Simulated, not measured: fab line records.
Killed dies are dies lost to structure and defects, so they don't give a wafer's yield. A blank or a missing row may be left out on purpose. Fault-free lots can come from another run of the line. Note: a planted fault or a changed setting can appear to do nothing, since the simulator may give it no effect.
8D (eight disciplines) problem report, filled in by code || flow nand-harc || the parts of the form that need people (team, actions taken, sign-off) are left out

== 1. WHAT IS WRONG ==
At NHARC_END_SORT_01, killed-at-array averages 246 over 9 wafers from 3 lots, while fault-free wafers read 26, standard deviation 10. Relative to the usual mean, that is a shift of +22 standard deviations.
First observed at day 22 11:29: wafer L981.2, on prober-02. The record has a number at this step for 9 wafers belonging to 3 lots. The rule behind "out" and "out of limits": a value lying over 4 standard deviations away from the usual mean. All remaining wafers that have a number are taken as sound.

== 2. WHAT IT IS; WHAT IT IS NOT ==
{"question": "which readings at this step", "is": "killed-at-array, killed-dies", "is not": "killed-at-other, killed-at-periphery, killed-short"}
{"question": "which lots", "is": "L981, L983, L984", "is not": "-"}
{"question": "which wafers of those lots", "is": "all that have a number", "is not": "-"}
{"question": "read on which gauges", "is": "prober-01, prober-02", "is not": "-"}
{"question": "when", "is": "from day 22 11:29", "is not": "up to then (0 sound wafers)"}

== 3. SUSPECTS, AND WHAT RULES EACH OUT ==
Counting: a tool at a process step up to the reading stays a suspect if it ran every lot that is out and no sound lot after the first of them.
- the gauge at NHARC_END_SORT_01 is ruled out. 2 gauges (prober-01, prober-02) read the wafers that are out.
- pvd-sputter-02 at NHARC_A_BLC_PVD_32 (deposits Ti, target thk 5 nm, time 17.7 s): kept. It ran every lot that is out, first L981 (day 20 08:12), and no sound lot after that.
The count leaves pvd-sputter-02 at NHARC_A_BLC_PVD_32.

== 4. THE CAUSE (what the simulator had put in) ==
Entire step skipped (pvd-sputter-02, NHARC_A_BLC_PVD_32), from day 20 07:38 onward. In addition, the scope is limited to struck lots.
Counting left only this tool.

== 5. SEQUENCE OF EFFECTS, ordered by route ==
Each row: a reading where the mean over the struck wafers with a number is more than 3 standard deviations away from the usual. Only readings for which the record gives a usual standard deviation are gone through. hours: the time from each lot's start at the first step in this table that gives one to its start at this step, as a median over the lots. sigmas: the change in usual standard deviations.
{"hours": 0, "step": "NHARC_END_SORT_01", "reading": "killed-at-array", "usual": 26, "on struck wafers": 246, "change": "+220", "sigmas": "+22"}
{"hours": 0, "step": "NHARC_END_SORT_01", "reading": "killed-dies", "usual": 30, "on struck wafers": 248, "change": "+218", "sigmas": "+20"}
Readings that are blank on the struck wafers while sound wafers have them: cathode-dc-power-W at NHARC_A_BLC_PVD_32; chamber-pressure-pa at NHARC_A_BLC_PVD_32; throttle-valve-pct at NHARC_A_BLC_PVD_32.

== 6. WHAT WOULD HAVE CAUGHT IT SOONER ==
In this record the first reading out of limits at a measuring or inspecting step was taken at day 22 11:29, 52 hours after the fault began at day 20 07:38.
At NHARC_A_BLC_PVD_32 the tool's readings are blank on the struck wafers, where sound wafers have them: an empty tool record is the first sign, and it was there at once.
By day 22 11:29 the whole set of lots that are out, 3 in number, had already begun NHARC_A_BLC_PVD_32 on pvd-sputter-02. Holding the tool at that point would not have protected any of them.
